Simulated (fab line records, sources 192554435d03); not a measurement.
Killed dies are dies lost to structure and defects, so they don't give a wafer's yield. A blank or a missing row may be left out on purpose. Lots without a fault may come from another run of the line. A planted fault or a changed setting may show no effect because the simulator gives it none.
Which tool did it? | flow n5_finfet | 12 lots, 36 wafers sampled, at 3 steps of a route of 1938

WHAT THE GAUGES READ, wafer by wafer
N5_BEOL_M4_INSPECT_13: inspects for defects (brightfield).
lot  | measured     | on                | raw_defect_count
L076 | day 8 07:33  | defect_inspect-01 | 637 452 383
L077 | day 8 11:02  | defect_inspect-01 | 489 491 312
L080 | day 8 20:13  | defect_inspect-02 | 429 331 402
L082 | day 9 22:07  | defect_inspect-02 | 522 443 407
L084 | day 10 07:07 | defect_inspect-02 | 467 475 500
L085 | day 10 22:32 | defect_inspect-01 | 354 396 261
L088 | day 11 07:14 | defect_inspect-01 | 443 305 321
L089 | day 11 11:10 | defect_inspect-01 | 435 458 328
L090 | day 11 20:02 | defect_inspect-02 | 385 616 453
L093 | day 12 15:26 | defect_inspect-02 | 339 285 316
L095 | day 13 01:37 | defect_inspect-02 | 566 428 581
L096 | day 13 21:26 | defect_inspect-01 | 340 347 350

WHICH TOOL RAN EACH LOT (tool, then ch and the chambers of the sampled wafers, then the start)
lot  | N5_BEOL_M3_SPUTTER_81        | N5_BEOL_M3_ANNEAL_89
L076 | pvd_sputter-03, day 8 02:52  | pvd_sputter-03, day 8 03:23
L077 | pvd_sputter-01, day 8 05:50  | pvd_sputter-01, day 8 06:22
L080 | pvd_sputter-03, day 8 16:38  | pvd_sputter-03, day 8 17:09
L082 | pvd_sputter-03, day 9 18:25  | pvd_sputter-03, day 9 18:56
L084 | pvd_sputter-03, day 10 03:28 | pvd_sputter-03, day 10 03:59
L085 | pvd_sputter-02, day 10 15:50 | pvd_sputter-02, day 10 16:21
L088 | pvd_sputter-01, day 11 02:20 | pvd_sputter-01, day 11 02:52
L089 | pvd_sputter-03, day 11 05:40 | pvd_sputter-03, day 11 06:11
L090 | pvd_sputter-02, day 11 16:03 | pvd_sputter-02, day 11 16:34
L093 | pvd_sputter-02, day 12 09:33 | pvd_sputter-02, day 12 10:04
L095 | pvd_sputter-03, day 12 21:49 | pvd_sputter-03, day 12 22:20
L096 | pvd_sputter-01, day 13 18:14 | pvd_sputter-01, day 13 18:46
- N5_BEOL_M3_SPUTTER_81: material Cu, target thk 4.5 nm, time 8.29 s.
- N5_BEOL_M3_ANNEAL_89: time 240 s.

THE ANSWER, worked out from the rows above alone
Rule: what is usual is taken from the lots themselves. Put in order of their means at a reading, lots are off if they are a third of the lots or fewer, leave a main group of 4 or more, and stand apart from it by a gap of 3 or more times the standard deviation of the main group's means; of several such gaps the widest counts. A main group whose means are all the same, to the digits that the tables above print for the reading, isn't used. A lot without any number at a reading at which 4 lots or more have one is off too. The other lots that the step has rows for count as sound.
No lot is off at any reading shown: from this, nothing can be told.

WHAT THE SIMULATOR HAD PUT IN
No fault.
